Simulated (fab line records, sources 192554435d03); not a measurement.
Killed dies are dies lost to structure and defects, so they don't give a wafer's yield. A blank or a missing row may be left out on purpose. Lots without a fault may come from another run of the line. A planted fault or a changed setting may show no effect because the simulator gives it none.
Chamber matching | flow n5_finfet | N5_BEOL_M3_DESCUM_16 on rie_diel-06: 4 sister chambers
The step chemistry O2, time 7 s. 16 wafers are shown with their chamber, then 8 later ones without.

WAFERS WITH THEIR CHAMBER
wafer  | chamber | drypump_motor_current_A (A) | showerhead_plenum_p_Torr (Torr) | throttle_valve_pct (%)
L075.1 | 1       | 6.6                         | 2.07                            | 20.50
L075.2 | 3       | 5.6                         | 2.18                            | 20.63
L075.6 | 2       | 5.6                         | 2.17                            | 20.39
L076.1 | 1       | 6.5                         | 2.07                            | 20.51
L076.3 | 2       | 5.6                         | 2.17                            | 20.39
L076.6 | 1       | 6.5                         | 2.07                            | 20.53
L083.1 | 2       | 5.6                         | 2.16                            | 20.42
L083.4 | 1       | 6.5                         | 2.07                            | 20.53
L083.5 | 1       | 6.5                         | 2.07                            | 20.52
L084.1 | 2       | 5.6                         | 2.16                            | 20.42
L084.5 | 0       | 5.2                         | 2.02                            | 20.65
L084.6 | 1       | 6.5                         | 2.06                            | 20.54
L089.1 | 3       | 5.7                         | 2.17                            | 20.66
L089.3 | 1       | 6.6                         | 2.06                            | 20.54
L089.4 | 0       | 5.2                         | 2.01                            | 20.64
L095.1 | 2       | 5.6                         | 2.16                            | 20.46

SIGNATURES (means of the wafers above)
reading                  | chamber 0 | chamber 1 | chamber 2 | chamber 3 | scatter within a chamber
drypump_motor_current_A  | 5.200     | 6.529     | 5.600     | 5.650     | 0.0401
showerhead_plenum_p_Torr | 2.0150    | 2.0671    | 2.1640    | 2.1750    | 0.0055
throttle_valve_pct       | 20.6450   | 20.5243   | 20.4160   | 20.6450   | 0.0208
Rule: a wafer's distance from a chamber is the root of the sum, over the readings, of the square of ((its reading less the chamber's mean) divided by the reading's scatter). The wafer belongs to the nearest chamber; if the next one is less than 2 further off, it can't be placed. The scatter: the root of (the sum of the squares of (reading less its chamber's mean) over the shown wafers, divided by (wafers less chambers)).

WAFERS WITHOUT THEIR CHAMBER
wafer  | drypump_motor_current_A (A) | showerhead_plenum_p_Torr (Torr) | throttle_valve_pct (%)
L095.3 | 5.2                         | 2.01                            | 20.67
L095.5 | 5.7                         | 2.17                            | 20.66
L096.1 | 5.2                         | 2.01                            | 20.66
L096.5 | 5.7                         | 2.17                            | 20.68
L096.6 | 5.6                         | 2.15                            | 20.48
L097.1 | 5.2                         | 2.01                            | 20.68
L097.3 | 5.7                         | 2.16                            | 20.68
L097.5 | 5.6                         | 2.15                            | 20.44

WHICH CHAMBER EACH WENT THROUGH
wafer  | from the rows above | in truth
L095.3 | 0                   | 0
L095.5 | 3                   | 3
L096.1 | 0                   | 0
L096.5 | 3                   | 3
L096.6 | 2                   | 2
L097.1 | 0                   | 0
L097.3 | 3                   | 3
L097.5 | 2                   | 2
Placed correctly: 8 of 8. Can't be placed from these rows: 0. Placed wrongly: 0.
